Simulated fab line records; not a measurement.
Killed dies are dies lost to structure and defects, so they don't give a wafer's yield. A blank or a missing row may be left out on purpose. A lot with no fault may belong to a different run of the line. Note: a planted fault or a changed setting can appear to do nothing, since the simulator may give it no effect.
The tool behind it: which one?    flow n5_finfet    Sampling: 11 lots, 33 wafers, 4 of 1938 route steps

== WHAT THE GAUGES SHOWED, per wafer ==
N5_BEOL_M15_INSPECT_30: inspects for defects (macro). Usual: raw_defect_count at 2.3, with a standard deviation of 1.4.
lot   measured      on                 raw_defect_count  flag
L923  day 12 08:55  defect_inspect-01  0 2 2             
L924  day 12 10:41  defect_inspect-02  1 2 2             
L925  day 12 12:45  defect_inspect-02  5 3 1             
L927  day 12 14:40  defect_inspect-01  2 3 4             
L928  day 12 16:19  defect_inspect-02  5 0 2             
L934  day 14 15:20  defect_inspect-01  6 1 4             
L937  day 14 19:36  defect_inspect-01  1 2 1             
L935  day 15 05:52  defect_inspect-02  3 2 0             
L943  day 16 21:42  defect_inspect-01  4 3 2             
L945  day 17 00:16  defect_inspect-01  3 3 3             
L946  day 17 07:45  defect_inspect-02  0 4 6             

== WHICH TOOL RAN EACH LOT (tool, then ch and the chambers of the sampled wafers, then the start) ==
lot   N5_BEOL_M14_ANNEAL_48             N5_BEOL_M15_ETCH_57                 N5_BEOL_M15_COAT_60
L923  rtp_anneal-02 ch 0, day 12 05:50  rie_diel-02 ch 0,1,2, day 12 08:05  litho_track-03 ch 0, day 12 08:35
L924  rtp_anneal-01 ch 0, day 12 06:14  rie_diel-06 ch 1,2, day 12 09:43    litho_track-04 ch 0, day 12 10:14
L925  rtp_anneal-02 ch 0, day 12 08:56  rie_diel-06 ch 0,1,2, day 12 11:55  litho_track-02 ch 0, day 12 12:25
L927  rtp_anneal-01 ch 0, day 12 09:58  rie_diel-06 ch 0,2,3, day 12 13:43  litho_track-04 ch 0, day 12 14:13
L928  rtp_anneal-02 ch 0, day 12 11:15  rie_diel-06 ch 0,1, day 12 15:22    litho_track-04 ch 0, day 12 15:52
L934  rtp_anneal-01 ch 0, day 14 12:23  rie_diel-04 ch 2,3, day 14 14:31    litho_track-04 ch 0, day 14 15:01
L937  rtp_anneal-01 ch 0, day 14 16:35  rie_diel-04 ch 0,2,3, day 14 18:46  litho_track-02 ch 0, day 14 19:16
L935  rtp_anneal-01 ch 0, day 15 02:32  rie_diel-02 ch 1,2,3, day 15 04:55  litho_track-04 ch 0, day 15 05:25
L943  rtp_anneal-02 ch 0, day 16 18:23  rie_diel-02 ch 1,2,3, day 16 20:45  litho_track-03 ch 0, day 16 21:15
L945  rtp_anneal-02 ch 0, day 16 21:05  rie_diel-04 ch 2,3, day 16 23:19    litho_track-03 ch 0, day 16 23:49
L946  rtp_anneal-01 ch 0, day 17 04:26  rie_diel-06 ch 2,3, day 17 06:48    litho_track-03 ch 0, day 17 07:18
- N5_BEOL_M14_ANNEAL_48: time 90 s.
- N5_BEOL_M15_ETCH_57: etches SOC in N2/H2, time 750 s.
- N5_BEOL_M15_COAT_60: time 60 s, resist thk 89 nm.

== AS READ BY THE TOOLS THEMSELVES (means over the sampled wafers that have a number; for cases with no such wafer, the mark the record gives instead) ==
N5_BEOL_M14_ANNEAL_48. Usual: wafer_temp_C_max at 225.85, with a standard deviation of 0.27.
lot   tool           wafer_temp_C_max  flag
L923  rtp_anneal-02  225.67            
L924  rtp_anneal-01  225.62            
L925  rtp_anneal-02  226.00            
L927  rtp_anneal-01  225.71            
L928  rtp_anneal-02  226.29            
L934  rtp_anneal-01  225.64            
L937  rtp_anneal-01  225.79            
L935  rtp_anneal-01  225.84            
L943  rtp_anneal-02  226.00            
L945  rtp_anneal-02  226.10            
L946  rtp_anneal-01  225.72            

N5_BEOL_M15_ETCH_57. Usual: drypump_motor_current_A 5.84 A, standard deviation 0.26; h2_flow_sccm 200.0 sccm, standard deviation 0.59; oes_product_au 0.81 a.u., standard deviation 0.095; rf_vpp_V 524.0 V, standard deviation 2.3; showerhead_plenum_p_Torr 2.55 Torr, standard deviation 0.079; throttle_valve_pct 17.8 %, standard deviation 0.3.
lot   tool         drypump_motor_current_A (A)  h2_flow_sccm (sccm)  oes_product_au (a.u.)  rf_vpp_V (V)  showerhead_plenum_p_Torr (Torr)  throttle_valve_pct (%)  flag
L923  rie_diel-02  5.78                         199.8                0.72                   522.4         2.49                             18.0                    
L924  rie_diel-06  5.84                         199.9                0.80                   526.8         2.62                             17.8                    
L925  rie_diel-06  5.86                         200.2                0.86                   526.6         2.61                             17.7                    
L927  rie_diel-06  5.91                         199.6                0.81                   524.6         2.56                             17.8                    
L928  rie_diel-06  5.87                         199.8                0.94                   526.1         2.60                             17.6                    
L934  rie_diel-04  5.58                         200.6                0.75                   522.3         2.50                             17.9                    
L937  rie_diel-04  5.72                         199.3                0.76                   522.8         2.54                             17.9                    
L935  rie_diel-02  5.62                         200.2                0.86                   523.7         2.50                             17.7                    
L943  rie_diel-02  5.61                         200.0                0.83                   523.4         2.49                             17.7                    
L945  rie_diel-04  5.72                         200.4                0.87                   521.5         2.48                             17.4                    
L946  rie_diel-06  5.90                         200.0                0.71                   524.0         2.55                             18.1                    

N5_BEOL_M15_COAT_60. Usual: chill_plate_temp_C 23.01 C, standard deviation 0.11; spin_speed_rpm 1499.8 rpm, standard deviation 1.1.
lot   tool            chill_plate_temp_C (C)  spin_speed_rpm (rpm)  flag
L923  litho_track-03  23.08                   1500.4                
L924  litho_track-04  23.09                   1500.8                
L925  litho_track-02  23.03                   1498.9                
L927  litho_track-04  22.93                   1498.0                
L928  litho_track-04  23.01                   1500.6                
L934  litho_track-04  22.99                   1212.5                OFF
L937  litho_track-02  22.97                   1500.8                
L935  litho_track-04  23.02                   1214.0                OFF
L943  litho_track-03  22.82                   1500.5                
L945  litho_track-03  22.96                   1498.4                
L946  litho_track-03  22.99                   1499.7                

== THE ANSWER, worked out from the rows above alone ==
Rule: a lot is off if the mean of its wafers that have a number lies more than 3 standard deviations from the usual mean. Also off: a lot with no number at a reading for which 4 or more lots have one. Any other lot the step has rows for is counted as sound. Order of review: gauges by route order, followed by the tools' own readings, for which a lot's mean as printed above is used. At the first step where some lot is off, the reading lying furthest off is the one used; lots without a number count as furthest.
Off: L934, L935 (N5_BEOL_M15_COAT_60, spin_speed_rpm).
A tool fits if, at that step or a process step before it, it ran every lot that is off, and no sound lot after the first of them. One fits: litho_track-04 at N5_BEOL_M15_COAT_60. A fault onset in the window from L928 (day 12 15:52, its last sound lot) to L934 (day 14 15:01, its first lot off) fits.
On the lots that are off, the tool's own readings at N5_BEOL_M15_COAT_60 differ by more than 5 times the standard deviation of the sound lots' means, which bears it out; spin_speed_rpm reads 1213.2 rpm there versus 1499.8 rpm on the sound lots.

== WHAT HAD BEEN PUT IN BY THE SIMULATOR ==
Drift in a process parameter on litho_track-04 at N5_BEOL_M15_COAT_60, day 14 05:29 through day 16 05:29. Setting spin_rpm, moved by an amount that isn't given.
Struck lots among those shown: L934, L935. The rule above reached the same finding.
